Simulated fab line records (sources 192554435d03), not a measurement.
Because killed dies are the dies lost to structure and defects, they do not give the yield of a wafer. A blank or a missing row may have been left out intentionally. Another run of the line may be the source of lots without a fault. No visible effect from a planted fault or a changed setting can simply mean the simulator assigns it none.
Lot-split experiment    flow n5-finfet    7 lots, 21 wafers read, on a route of 1938 steps

SPLIT DETAILS
At N5_BEOL_M15_ETCH_61 (etches BARC in N2/H2, target depth 89 nm, overetch 26.7 nm, time 67.9 s), the setting time-s was moved away from the recipe's 67.9 s on 8 of the 21 wafers read, by -12.7% to +13.0%. The other wafers ran this setting at the recipe's value.

The reading is taken at the split's own step.

THE READING
coat_of_BEOL_M15_COAT_22.thk-nm (the simulator's own value, which no gauge read), in nm, at N5_BEOL_M15_ETCH_61 (etches BARC in N2/H2, target depth 89 nm, overetch 26.7 nm, time 67.9 s). No usual value for it is given in the file. The 13 wafers here that ran the recipe average 719.4 nm, standard deviation 2 nm.

wafer   tool, chamber at the split  time-s as run, s  against the recipe  coat_of_BEOL_M15_COAT_22.thk-nm, nm  against lot-mates on the recipe
L079.1  rie-diel-05, 3              67.9              recipe              720.2                                -
L079.2  rie-diel-05, 0              59.29             -12.7%              725.6                                +6.3
L079.6  rie-diel-05, 0              67.9              recipe              718.4                                -
L081.3  rie-diel-03, 1              67.9              recipe              720.4                                -
L081.5  rie-diel-03, 0              73.79             +8.7%               713.6                                -7.1
L081.6  rie-diel-03, 1              67.9              recipe              721                                  -
L082.1  rie-diel-05, 0              73.07             +7.6%               714.8                                -7.2
L082.2  rie-diel-05, 3              67.9              recipe              722                                  -
L082.3  rie-diel-05, 1              73.07             +7.6%               717.4                                -4.6
L086.3  rie-diel-03, 3              67.9              recipe              721                                  -
L086.5  rie-diel-03, 2              67.9              recipe              717.2                                -
L086.6  rie-diel-03, 1              67.9              recipe              718.4                                -
L088.1  rie-diel-05, 0              75.46             +11.1%              708                                  -9.4
L088.2  rie-diel-05, 2              67.9              recipe              717.4                                -
L088.4  rie-diel-05, 3              75.46             +11.1%              711                                  -6.4
L093.3  rie-diel-02, 2              76.71             +13.0%              717.4                                -6.0
L093.4  rie-diel-02, 1              67.9              recipe              723.4                                -
L093.5  rie-diel-02, 0              76.71             +13.0%              716                                  -7.4
L095.1  rie-diel-03, 3,2            67.9              recipe              718.4                                -
L095.4  rie-diel-03, 3,2            67.9              recipe              718.4                                -
L095.2  rie-diel-03, 0              67.9              recipe              716                                  -
When a row names more than one chamber, that row covers several wafers, and the file does not tell which wafer ran in which chamber.

FIT RESULTS
A straight line over all 21 wafers: coat_of_BEOL_M15_COAT_22.thk-nm changes by -0.496 nm for each +1% of time-s; r = -0.77; the points scatter about the line by 2.6 nm.
The same after taking each lot's own level away (the mean of its wafers on the recipe; 21 wafers): -0.602 nm for each +1%; r = -0.94; scatter 1.3 nm.
Per that fit: largest time-s move, reading shift of 7.8 nm.
The lots' own levels span 717.40 to 723.40 nm, that is 2.9 times the standard deviation above.
So the lot-to-lot level blurs the effect unless lot-mates are compared.
Check: for one of the wafers moved furthest among these (+13.0%), held out of the fit, the line's prediction against its lot-mates is -8.57 nm. It came out at -6 nm against them.

ADDITIONAL SPLITS CARRIED BY THESE WAFERS
Note: prior to the reading, these wafers also went through further splits. Each is held against what the fit with the lots' levels taken away leaves over:
other split on the same wafers     wafers away from the commonest value  r with coat_of_BEOL_M15_COAT_22.thk-nm (lot level and that fit taken away)
N5_BEOL_M10_PEB_26 peb-time-s      8                                     -0.33
N5_BEOL_M11_TRENCH_ETCH_37 time-s  5                                     +0.06
N5_BEOL_M11_CURE_72 time-s         7                                     -0.09
N5_BEOL_M12_SPUTTER_44 power-w     9                                     +0.28
N5_BEOL_M14_ILD_DEP_00 time-s      7                                     +0.41
N5_BEOL_M14_EXPOSE_07 dose-mj      6                                     -0.05

FILE'S OWN FIT
coat_of_BEOL_M15_COAT_22.thk-nm changes by -0.616 nm for each +1% of time-s, r = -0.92.
